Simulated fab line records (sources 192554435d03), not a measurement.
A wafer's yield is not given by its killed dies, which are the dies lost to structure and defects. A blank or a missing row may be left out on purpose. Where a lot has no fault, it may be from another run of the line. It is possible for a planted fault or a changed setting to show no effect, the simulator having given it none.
The tool behind it: which one?	flow n5 finfet	Sampling: 10 lots, 30 wafers, 5 of 1938 route steps

WHAT THE GAUGES SHOWED, per wafer
N5_SD_EPI_N_EPI_MEAS_23. Usual: thk nm reads 59.1 nm (standard deviation 1.3).
lot	measured	on	thk nm (nm)	flag
L117	day 3 06:20	film metro-01	59.4 58.6 58.4	
L118	day 3 12:21	film metro-01	60.8 58.1 58.7	
L120	day 4 02:11	film metro-02	59.1 59.8 59.1	
L127	day 5 17:44	film metro-01	53.9 54.8 51.6	OFF
L128	day 5 23:10	film metro-02	55.5 53.8 53.0	OFF
L132	day 6 23:42	film metro-02	58.3 56.9 58.8	
L133	day 7 02:27	film metro-01	58.6 61.9 60.7	
L138	day 8 15:35	film metro-01	58.6 56.3 61.3	
L140	day 8 23:43	film metro-01	60.1 58.6 59.3	
L139	day 9 00:46	film metro-02	60.7 60.6 59.8	

EACH LOT AND THE TOOL THAT RAN IT (in order: tool; ch and the chambers of the sampled wafers; start)
lot	N5_DUMMY_GATE_HM_OPEN_21	N5_SD_EPI_N_ETCH_34	N5_SD_EPI_N_ETCH_16	N5_SD_EPI_N_EPI_21
L117	rie diel-01 ch 0,1, day 3 00:35	rie diel-03 ch 1,2, day 3 02:58	rie diel-03 ch 1,2, day 3 03:33	epi rpcvd-01 ch 0, day 3 05:27
L118	rie diel-02 ch 0,3, day 3 07:10	rie diel-03 ch 0,1,3, day 3 08:57	rie diel-03 ch 0,1,3, day 3 09:32	epi rpcvd-03 ch 0, day 3 10:37
L120	rie diel-06 ch 1,2,3, day 3 18:29	rie diel-04 ch 0,1, day 3 21:04	rie diel-04 ch 0,1, day 3 21:39	epi rpcvd-02 ch 0, day 3 23:09
L127	rie diel-01 ch 0,1,2, day 5 12:21	rie diel-03 ch 1,2, day 5 14:06	rie diel-03 ch 1,2, day 5 14:58	epi rpcvd-02 ch 0, day 5 16:52
L128	rie diel-06 ch 2,3, day 5 17:26	rie diel-03 ch 1,2, day 5 19:28	rie diel-03 ch 1,2, day 5 20:21	epi rpcvd-02 ch 0, day 5 21:43
L132	rie diel-02 ch 0,3, day 6 17:32	rie diel-03 ch 1,2,3, day 6 19:36	rie diel-03 ch 1,2,3, day 6 20:11	epi rpcvd-03 ch 0, day 6 21:25
L133	rie diel-06 ch 2,3, day 6 21:17	rie diel-04 ch 1,2,3, day 6 23:05	rie diel-04 ch 1,2,3, day 6 23:40	epi rpcvd-01 ch 0, day 7 01:17
L138	rie diel-01 ch 0,2,3, day 8 10:17	rie diel-05 ch 1,2,3, day 8 12:10	rie diel-05 ch 1,2,3, day 8 12:45	epi rpcvd-03 ch 0, day 8 13:53
L140	rie diel-06 ch 1,2,3, day 8 18:38	rie diel-03 ch 1,3, day 8 20:22	rie diel-03 ch 1,3, day 8 20:57	epi rpcvd-02 ch 0, day 8 22:17
L139	rie diel-06 ch 0,3, day 8 19:37	rie diel-05 ch 1,2,3, day 8 21:23	rie diel-05 ch 1,2,3, day 8 21:58	epi rpcvd-01 ch 0, day 8 23:36
- N5_DUMMY_GATE_HM_OPEN_21: chemistry CH3F/O2, target SiNx, target depth 120 nm, time 171.4 s.
- N5_SD_EPI_N_ETCH_34: etches SiARC in CF4, target depth 45.5 nm, time 75.8 s.
- N5_SD_EPI_N_ETCH_16: etches SiO2 in CHF3/O2, target depth 5 nm.
- N5_SD_EPI_N_EPI_21: deposits Si:P, time 690 s.

WHAT THE TOOLS THEMSELVES READ (means of the sampled wafers that have a number; where no wafer has one, the mark that the record gives instead)
N5_DUMMY_GATE_HM_OPEN_21. Usual: CH3F_flow_sccm 30.00 sccm, standard deviation 0.093; drypump motor current A 5.8 A, standard deviation 0.42; oes product au 0.79 a.u., standard deviation 0.093; rf vpp V 299 V, standard deviation 3.7; showerhead plenum p Torr 2.02 Torr, standard deviation 0.064; throttle valve pct 16.38 %, standard deviation 0.22.
lot	tool	CH3F_flow_sccm (sccm)	drypump motor current A (A)	oes product au (a.u.)	rf vpp V (V)	showerhead plenum p Torr (Torr)	throttle valve pct (%)	flag
L117	rie diel-01	29.96	5.7	0.78	301	2.07	16.41	
L118	rie diel-02	29.97	5.7	0.73	299	2.06	16.44	
L120	rie diel-06	30.00	6.0	0.86	302	2.05	16.24	
L127	rie diel-01	29.96	5.5	0.79	299	2.01	16.30	
L128	rie diel-06	29.90	5.8	0.84	299	1.99	16.18	
L132	rie diel-02	30.07	5.8	0.71	298	2.03	16.53	
L133	rie diel-06	29.99	5.7	0.76	299	1.99	16.24	
L138	rie diel-01	29.96	5.2	0.79	301	2.01	16.35	
L140	rie diel-06	30.05	6.0	0.80	301	2.03	16.30	
L139	rie diel-06	30.11	5.9	0.88	298	1.97	16.17	

N5_SD_EPI_N_ETCH_34. Usual: drypump motor current A 5.8 A, standard deviation 0.35; etch rf on time s 75.1 s, standard deviation 1.1; oes product au 0.68 a.u., standard deviation 0.073; rf vpp V 184.4 V, standard deviation 1.2; showerhead plenum p Torr 2.18 Torr, standard deviation 0.07; throttle valve pct 15.55 %, standard deviation 0.29.
lot	tool	drypump motor current A (A)	etch rf on time s (s)	oes product au (a.u.)	rf vpp V (V)	showerhead plenum p Torr (Torr)	throttle valve pct (%)	flag
L117	rie diel-03	5.6	74.2	0.79	184.1	2.21	15.17	
L118	rie diel-03	5.5	75.2	0.64	184.5	2.14	15.62	
L120	rie diel-04	6.4	75.9	0.61	184.1	2.21	15.82	
L127	rie diel-03	5.6	74.8	0.75	184.6	2.20	15.22	
L128	rie diel-03	5.5	75.3	0.70	183.9	2.13	15.20	
L132	rie diel-03	5.6	74.8	0.68	184.8	2.15	15.46	
L133	rie diel-04	6.3	75.1	0.64	183.5	2.16	15.94	
L138	rie diel-05	5.6	75.3	0.69	183.7	2.16	15.56	
L140	rie diel-03	5.4	75.3	0.63	182.5	2.08	15.47	
L139	rie diel-05	5.6	75.2	0.68	183.8	2.16	15.56	

N5_SD_EPI_N_ETCH_16. Usual: drypump motor current A 5.8 A, standard deviation 0.34; oes product au 0.80 a.u., standard deviation 0.086; rf vpp V 525 V, standard deviation 6.9; showerhead plenum p Torr 2.45 Torr, standard deviation 0.08; throttle valve pct 18.83 %, standard deviation 0.27.
lot	tool	drypump motor current A (A)	oes product au (a.u.)	rf vpp V (V)	showerhead plenum p Torr (Torr)	throttle valve pct (%)	flag
L117	rie diel-03	5.7	0.92	524	2.48	18.48	
L118	rie diel-03	5.5	0.75	524	2.41	18.91	
L120	rie diel-04	6.4	0.71	524	2.49	19.06	
L127	rie diel-03	5.7	0.88	524	2.47	18.51	
L128	rie diel-03	5.5	0.82	520	2.40	18.48	
L132	rie diel-03	5.6	0.80	522	2.42	18.74	
L133	rie diel-04	6.3	0.74	524	2.43	19.18	
L138	rie diel-05	5.6	0.80	528	2.43	18.86	
L140	rie diel-03	5.5	0.74	518	2.34	18.72	
L139	rie diel-05	5.6	0.80	528	2.43	18.85	

THE ANSWER, worked out from the rows above alone
Rule: take the mean of a lot's wafers that have a number; if it is more than 3 standard deviations from the usual mean, the lot is off. Also off: a lot with no number at a reading for which 4 or more lots have one. Where the step has rows for the other lots, those lots are counted as sound. The gauges are gone through in route order, then the tools' own readings, and for those a lot's mean is taken as printed above. At the first step where some lot is off, the reading lying furthest off is the one used; lots without a number count as furthest.
Off: L127, L128 (N5_SD_EPI_N_EPI_MEAS_23, thk nm).
If a tool, at a process step before that reading, ran all the lots that are off and no sound lot after the first of them, it fits. Gauges at N5_SD_EPI_N_EPI_MEAS_23: tried the same way as those tools. None of those tried fits.

WHAT THE SIMULATOR HAD PUT IN
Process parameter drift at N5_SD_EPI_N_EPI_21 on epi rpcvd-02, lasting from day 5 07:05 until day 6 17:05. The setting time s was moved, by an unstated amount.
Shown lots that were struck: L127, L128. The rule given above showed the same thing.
